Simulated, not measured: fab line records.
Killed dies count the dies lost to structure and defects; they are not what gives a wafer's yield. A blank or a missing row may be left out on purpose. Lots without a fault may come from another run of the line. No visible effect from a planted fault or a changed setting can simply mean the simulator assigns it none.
Which tool is to blame? :: flow nand_harc :: 6 lots, 17 wafers sampled, at 5 steps of a route of 1302

## WHAT EACH GAUGE READ, for each wafer
NHARC_END_SORT_01.
lot: L171
measured: day 29 15:25
on: prober-02
killed_at_array: 20 24 617

## EACH LOT AND THE TOOL THAT RAN IT (in order: tool; ch and the chambers of the sampled wafers; start)
lot: L163
NHARC_A_CONTACT_ETCH_116: har_cap_etch-02 ch 0,1, day 23 00:10
NHARC_A_CONTACT_ETCH_123: har_cap_etch-02 ch 0,1, day 23 01:29
NHARC_A_CONTACT_ETCH_90: rie_diel-10 ch 0,2,3, day 23 02:23
NHARC_A_CONTACT_ETCH_102: rie_diel-10 ch 0,1,2, day 23 03:29

lot: L165
NHARC_A_CONTACT_ETCH_116: har_cap_etch-03 ch 0,1, day 23 10:46
NHARC_A_CONTACT_ETCH_123: har_cap_etch-03 ch 0,1, day 23 11:58
NHARC_A_CONTACT_ETCH_90: rie_diel-10 ch 0,1,2, day 23 12:57
NHARC_A_CONTACT_ETCH_102: rie_diel-01 ch 0,1,2, day 23 13:43

lot: L170
NHARC_A_CONTACT_ETCH_116: har_cap_etch-03 ch 0,1, day 25 15:06
NHARC_A_CONTACT_ETCH_123: har_cap_etch-03 ch 0,1, day 25 16:22
NHARC_A_CONTACT_ETCH_90: rie_diel-10 ch 0,1,2, day 25 17:17
NHARC_A_CONTACT_ETCH_102: rie_diel-10 ch 0,3, day 25 17:46

lot: L171
NHARC_A_CONTACT_ETCH_116: har_cap_etch-03 ch 0,1, day 26 12:58
NHARC_A_CONTACT_ETCH_123: har_cap_etch-03 ch 0,1, day 26 14:10
NHARC_A_CONTACT_ETCH_90: rie_diel-01 ch 0,1,2, day 26 15:08
NHARC_A_CONTACT_ETCH_102: rie_diel-10 ch 0,1,2, day 26 15:38

lot: L175
NHARC_A_CONTACT_ETCH_116: har_cap_etch-02 ch 0,1, day 27 21:58
NHARC_A_CONTACT_ETCH_123: har_cap_etch-02 ch 0,1, day 27 23:20
NHARC_A_CONTACT_ETCH_90: rie_diel-10 ch 1,2, day 28 00:03
NHARC_A_CONTACT_ETCH_102: rie_diel-10 ch 0,1, day 28 01:41

lot: L180
NHARC_A_CONTACT_ETCH_116: har_cap_etch-03 ch 0,1, day 30 05:04
NHARC_A_CONTACT_ETCH_123: har_cap_etch-03 ch 0,1, day 30 06:16
NHARC_A_CONTACT_ETCH_90: rie_diel-10 ch 0,1,2, day 30 07:16
NHARC_A_CONTACT_ETCH_102: rie_diel-07 ch 1,2, day 30 08:31
- NHARC_A_CONTACT_ETCH_116: etches the open film in C4F8/O2/Ar, time 190 s, target depth 1850 nm.
- NHARC_A_CONTACT_ETCH_123: etches the open film in C4F8/O2/Ar, time 490 s, target depth 2110 nm.
- NHARC_A_CONTACT_ETCH_90: etches the open film in CH3F/O2, target depth 40 nm, time 85.7 s.
- NHARC_A_CONTACT_ETCH_102: etches the open film in CF4/O2, target depth 100 nm, overetch 10 nm, time 55 s.

## THE ANSWER, worked out from the rows above alone
Rule: what is usual is taken from the lots themselves. Put in order of their means at a reading, lots are off if they are a third of the lots or fewer, leave a main group of 4 or more, and stand apart from it by a gap of 3 or more times the standard deviation of the main group's means; of several such gaps the widest counts. The tables above print the reading to a certain number of digits; a main group whose means all agree to those digits is not used. Also off: a lot with no number at a reading for which 4 or more lots have one. Any other lot the step has rows for is counted as sound.
Across all readings shown, no lot is off: no conclusion can be drawn from this.

## WHAT THE SIMULATOR HAD INSERTED
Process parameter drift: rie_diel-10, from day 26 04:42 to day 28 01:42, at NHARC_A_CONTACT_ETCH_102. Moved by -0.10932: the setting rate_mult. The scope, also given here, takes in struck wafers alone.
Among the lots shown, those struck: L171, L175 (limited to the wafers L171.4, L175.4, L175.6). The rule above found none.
